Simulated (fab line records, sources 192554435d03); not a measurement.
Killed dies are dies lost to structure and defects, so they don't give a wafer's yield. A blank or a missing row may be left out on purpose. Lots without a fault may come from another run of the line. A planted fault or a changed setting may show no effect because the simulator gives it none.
Chamber matching | flow n5_finfet | N5_BEOL_M7_CURE_74 on uv_cure-03: 3 sister chambers
The step cures SiCOH lowk, time 240 s. 22 wafers are shown with their chamber, then 11 later ones without.

WAFERS WITH THEIR CHAMBER
wafer  | chamber | wafer_temp_C_max | lamp_power_pct (%)
L075.1 | 2       | 387.9            | 52.35
L075.2 | 2       | 388.0            | 52.30
L075.5 | 2       | 387.1            | 52.31
L077.1 | 2       | 387.5            | 52.24
L077.5 | 2       | 386.6            | 52.33
L077.6 | 2       | 388.3            | 52.43
L078.1 | 2       | 387.2            | 52.30
L078.3 | 2       | 387.7            | 52.19
L078.6 | 2       | 388.2            | 52.36
L079.3 | 0       | 387.1            | 52.30
L079.4 | 0       | 386.9            | 52.22
L079.6 | 0       | 386.8            | 52.24
L080.3 | 1       | 386.9            | 52.43
L080.4 | 1       | 386.8            | 52.33
L080.5 | 1       | 386.7            | 52.16
L082.1 | 2       | 387.4            | 52.33
L082.2 | 2       | 387.3            | 52.21
L082.5 | 2       | 387.8            | 52.26
L085.3 | 2       | 387.8            | 52.35
L085.4 | 2       | 388.6            | 52.35
L085.5 | 2       | 388.3            | 52.29
L084.2 | 2       | 387.7            | 52.39

SIGNATURES (means of the wafers above)
reading          | chamber 0 | chamber 1 | chamber 2 | scatter within a chamber
wafer_temp_C_max | 386.933   | 386.800   | 387.712   | 0.465
lamp_power_pct   | 52.2533   | 52.3067   | 52.3119   | 0.0733
Rule: a wafer's distance from a chamber is the root of the sum, over the readings, of the square of ((its reading less the chamber's mean) divided by the reading's scatter). The wafer belongs to the nearest chamber; if the next one is less than 2 further off, it can't be placed. The scatter: the root of (the sum of the squares of (reading less its chamber's mean) over the shown wafers, divided by (wafers less chambers)).

WAFERS WITHOUT THEIR CHAMBER
wafer  | wafer_temp_C_max | lamp_power_pct (%)
L084.4 | 387.6            | 52.25
L084.6 | 387.4            | 52.33
L086.3 | 386.2            | 52.32
L086.4 | 386.2            | 52.31
L086.6 | 386.1            | 52.32
L090.3 | 387.1            | 52.30
L090.4 | 387.4            | 52.22
L090.6 | 387.0            | 52.28
L093.1 | 387.0            | 52.26
L093.5 | 387.7            | 52.31
L093.6 | 387.1            | 52.36

WHICH CHAMBER EACH WENT THROUGH
wafer  | from the rows above          | in truth
L084.4 | can't be placed: 2 or 0 or 1 | 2
L084.6 | can't be placed: 2 or 1 or 0 | 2
L086.3 | can't be placed: 1 or 0 or 2 | 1
L086.4 | can't be placed: 1 or 0 or 2 | 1
L086.6 | can't be placed: 1 or 0 or 2 | 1
L090.3 | can't be placed: 1 or 0 or 2 | 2
L090.4 | can't be placed: 0 or 2 or 1 | 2
L090.6 | can't be placed: 0 or 1 or 2 | 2
L093.1 | can't be placed: 0 or 1 or 2 | 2
L093.5 | can't be placed: 2 or 0 or 1 | 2
L093.6 | can't be placed: 1 or 2 or 0 | 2
Placed correctly: 0 of 11. Can't be placed from these rows: 11 (the true chamber is among the candidates in 11). Placed wrongly: 0.
